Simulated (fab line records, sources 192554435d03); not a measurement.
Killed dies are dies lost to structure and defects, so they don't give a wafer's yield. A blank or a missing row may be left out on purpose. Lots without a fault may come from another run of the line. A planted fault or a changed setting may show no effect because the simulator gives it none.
Split-lot experiment | flow n5_finfet | 7 lots, 21 wafers read, on a route of 1938 steps

THE SPLIT
At N5_HKMG_FIN_ETCH_54 (etches SiARC in CF4, target depth 45.5 nm, time 75.8 s), the setting source_w was moved away from the recipe's 545 W on 9 of the 21 wafers read, by -13.1% to +14.8%. The other wafers ran this setting at the recipe's value.

The reading is taken at the split's own step.

THE READING
rf_vpp_V, in V, at N5_HKMG_FIN_ETCH_54 (etches SiARC in CF4, target depth 45.5 nm, time 75.8 s). Fault-free wafers of this fab line usually give 184.5 V, standard deviation 1.2 V.

wafer  | tool, chamber at the split | source_w as run, W | against the recipe | rf_vpp_V, V | against lot-mates on the recipe
L075.2 | rie_diel-05, 2             | 577.6              | +6.0%              | 183.5       | -0.1
L075.3 | rie_diel-05, 1             | 545                | recipe             | 183.6       | -
L075.5 | rie_diel-05, 0             | 577.6              | +6.0%              | 182.5       | -1.1
L083.1 | rie_diel-05, 3             | 545                | recipe             | 182.1       | -
L083.2 | rie_diel-05, 2             | 545                | recipe             | 185.4       | -
L083.5 | rie_diel-05, 0             | 545                | recipe             | 185.7       | -
L087.2 | rie_diel-06, 3             | 545                | recipe             | 185.0       | -
L087.5 | rie_diel-06, 3             | 545                | recipe             | 183.5       | -
L087.6 | rie_diel-06, 2             | 545                | recipe             | 185.1       | -
L089.2 | rie_diel-05, 2             | 473.4              | -13.1%             | 193.9       | +8.7
L089.5 | rie_diel-05, 2             | 473.4              | -13.1%             | 193.8       | +8.6
L089.6 | rie_diel-05, 3             | 545                | recipe             | 185.2       | -
L093.1 | rie_diel-04, 2             | 545                | recipe             | 185.6       | -
L093.2 | rie_diel-04, 1             | 577.5              | +6.0%              | 181.9       | -3.7
L093.5 | rie_diel-04, 1             | 577.5              | +6.0%              | 181.3       | -4.3
L094.1 | rie_diel-06, 2             | 545                | recipe             | 186.3       | -
L094.3 | rie_diel-06, 0             | 625.4              | +14.8%             | 174.6       | -10.0
L094.4 | rie_diel-06, 3             | 545                | recipe             | 182.8       | -
L095.4 | rie_diel-06, 2             | 545                | recipe             | 184.5       | -
L095.5 | rie_diel-06, 0             | 505.4              | -7.3%              | 188.5       | +4.0
L095.6 | rie_diel-06, 3             | 505.4              | -7.3%              | 188.1       | +3.6

THE FIT
A straight line over all 21 wafers: rf_vpp_V changes by -0.615 V for each +1% of source_w; r = -0.95; the points scatter about the line by 1.3 V.
The same after taking each lot's own level away (the mean of its wafers on the recipe; 21 wafers): -0.596 V for each +1%; r = -0.94; scatter 1.4 V.
On that fit, the largest move of source_w shifts the reading by 8.8 V.
The lots' own levels span 183.60 to 185.60 V, that is 1.7 times the standard deviation above.
So the lot-to-lot level changes the slope little: the two slopes agree.
Check: with one of the wafers moved furthest among these (+14.8%) left out of the fit, the line predicts -7.94 V for it against its lot-mates. It came out at -9.95 V against them.
Tool readings at the split's step, against how far the setting was moved: rf_vpp_V r = -0.95.

OTHER SPLITS ON THESE WAFERS
These wafers also went through other splits before the reading. Each is held against what the fit with the lots' levels taken away leaves over:
other split on the same wafers | wafers away from the commonest value | r with rf_vpp_V (lot level and that fit taken away)
N5_SDB_COAT_03 spin_rpm        | 5                                    | -0.10

THE FILE'S OWN FIT
rf_vpp_V changes by -0.61 V for each +1% of source_w, r = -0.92.
